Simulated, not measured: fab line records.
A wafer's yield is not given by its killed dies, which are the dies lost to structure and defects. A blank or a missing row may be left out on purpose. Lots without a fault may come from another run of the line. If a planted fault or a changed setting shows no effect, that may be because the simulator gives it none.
The tool behind it: which one? | flow n5 finfet | route of 1938 steps, sampled at 1 step: 12 lots, 36 wafers

== WHAT EACH GAUGE READ, for each wafer ==
N5_BEOL_M3_THK_MEAS_53: measures by xrf.
lot  | measured     | on            | M3_THK (nm)
L076 | day 7 20:44  | film metro-02 | 41.3 40.0 43.3
L077 | day 8 03:01  | film metro-02 | 39.0 41.1 38.8
L079 | day 8 15:16  | film metro-02 | 39.6 42.2 41.5
L081 | day 9 03:13  | film metro-01 | 38.0 38.5 38.8
L083 | day 9 20:28  | film metro-02 | 39.7 39.4 42.1
L086 | day 10 10:30 | film metro-02 | 41.5 42.2 41.2
L087 | day 10 13:47 | film metro-01 | 42.2 40.4 41.6
L089 | day 11 00:39 | film metro-02 | 41.7 43.1 41.9
L090 | day 11 22:37 | film metro-01 | 39.6 38.9 39.9
L093 | day 12 07:20 | film metro-01 | 41.9 39.2 41.8
L095 | day 12 20:23 | film metro-02 | 38.3 41.2 40.9
L097 | day 13 07:35 | film metro-02 | 39.9 40.4 40.8

== WHICH TOOL RAN EACH LOT (tool, then ch and the chambers of the sampled wafers, then the start) ==
Before these readings, the record contains no process step.

== THE ANSWER, worked out from the rows above alone ==
Rule: the usual values come from the lots themselves. The widest of any qualifying gaps counts: lots, ordered by their means at a reading, are off when they make up no more than a third of the lots, leave a main group of 4 or more, and stand apart from it by 3 or more times the standard deviation of that group's means. A main group is skipped when, at the precision printed for the reading in the tables above, its means are all equal. A lot without any number at a reading at which 4 lots or more have one is off too. Where the step has rows for the other lots, those lots are counted as sound.
Nothing can be told from this: no lot is off at any reading shown.

== WHAT WAS PUT IN BY THE SIMULATOR ==
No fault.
